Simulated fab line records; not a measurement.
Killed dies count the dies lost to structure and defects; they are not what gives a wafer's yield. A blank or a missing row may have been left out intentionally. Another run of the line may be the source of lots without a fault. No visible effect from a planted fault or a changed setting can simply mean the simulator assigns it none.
Matching of chambers :: flow n5-finfet :: N5_HKMG_FIN_ETCH_54 on rie-diel-05: 4 sister chambers
The step etches SiARC in CF4, target depth 45.5 nm, time 75.8 s. 8 wafers are shown with their chamber, then 12 later ones without.

WAFERS PAIRED WITH THEIR CHAMBERS
wafer: L079.5
chamber: 2
showerhead-plenum-p-Torr (Torr): 2.20
drypump-motor-current-A (A): 6.2

wafer: L083.6
chamber: 2
showerhead-plenum-p-Torr (Torr): 2.20
drypump-motor-current-A (A): 6.3

wafer: L085.5
chamber: 0
showerhead-plenum-p-Torr (Torr): 2.09
drypump-motor-current-A (A): 5.7

wafer: L087.1
chamber: 0
showerhead-plenum-p-Torr (Torr): 2.09
drypump-motor-current-A (A): 5.6

wafer: L087.3
chamber: 3
showerhead-plenum-p-Torr (Torr): 2.13
drypump-motor-current-A (A): 5.7

wafer: L088.2
chamber: 3
showerhead-plenum-p-Torr (Torr): 2.12
drypump-motor-current-A (A): 5.8

wafer: L088.3
chamber: 1
showerhead-plenum-p-Torr (Torr): 2.10
drypump-motor-current-A (A): 5.1

wafer: L088.5
chamber: 1
showerhead-plenum-p-Torr (Torr): 2.10
drypump-motor-current-A (A): 5.1

WAFERS WHOSE CHAMBER IS MISSING
wafer: L093.1
showerhead-plenum-p-Torr (Torr): 2.19
drypump-motor-current-A (A): 6.2

wafer: L093.3
showerhead-plenum-p-Torr (Torr): 2.10
drypump-motor-current-A (A): 5.1

wafer: L093.6
showerhead-plenum-p-Torr (Torr): 2.19
drypump-motor-current-A (A): 6.2

wafer: L094.2
showerhead-plenum-p-Torr (Torr): 2.19
drypump-motor-current-A (A): 6.2

wafer: L094.3
showerhead-plenum-p-Torr (Torr): 2.08
drypump-motor-current-A (A): 5.6

wafer: L094.5
showerhead-plenum-p-Torr (Torr): 2.19
drypump-motor-current-A (A): 6.2

wafer: L095.3
showerhead-plenum-p-Torr (Torr): 2.12
drypump-motor-current-A (A): 5.8

wafer: L095.4
showerhead-plenum-p-Torr (Torr): 2.09
drypump-motor-current-A (A): 5.1

wafer: L095.5
showerhead-plenum-p-Torr (Torr): 2.09
drypump-motor-current-A (A): 5.1

wafer: L096.3
showerhead-plenum-p-Torr (Torr): 2.09
drypump-motor-current-A (A): 5.1

wafer: L096.4
showerhead-plenum-p-Torr (Torr): 2.08
drypump-motor-current-A (A): 5.7

wafer: L096.5
showerhead-plenum-p-Torr (Torr): 2.08
drypump-motor-current-A (A): 5.6

WHICH CHAMBER EACH WENT THROUGH
wafer: L093.1
from the rows above: 2
in truth: 2

wafer: L093.3
from the rows above: 1
in truth: 1

wafer: L093.6
from the rows above: 2
in truth: 2

wafer: L094.2
from the rows above: 2
in truth: 2

wafer: L094.3
from the rows above: 0
in truth: 0

wafer: L094.5
from the rows above: 2
in truth: 2

wafer: L095.3
from the rows above: 3
in truth: 3

wafer: L095.4
from the rows above: 1
in truth: 1

wafer: L095.5
from the rows above: 1
in truth: 1

wafer: L096.3
from the rows above: 1
in truth: 1

wafer: L096.4
from the rows above: 0
in truth: 0

wafer: L096.5
from the rows above: 0
in truth: 0
Placed correctly: 12 of 12. Left unplaced by these rows: 0. Placed wrongly: 0.
How it was worked out, from the rows above alone: a wafer's distance from a chamber is the root of the sum, over the readings, of the square of ((its reading less the chamber's mean) divided by the reading's scatter). If the next closest chamber is less than 2 further off than the closest, the wafer can't be placed; otherwise it belongs to the closest. A chamber's mean is the mean of its shown wafers. The scatter: the root of (the sum of the squares of (reading less its chamber's mean) over the shown wafers, divided by (wafers less chambers)).
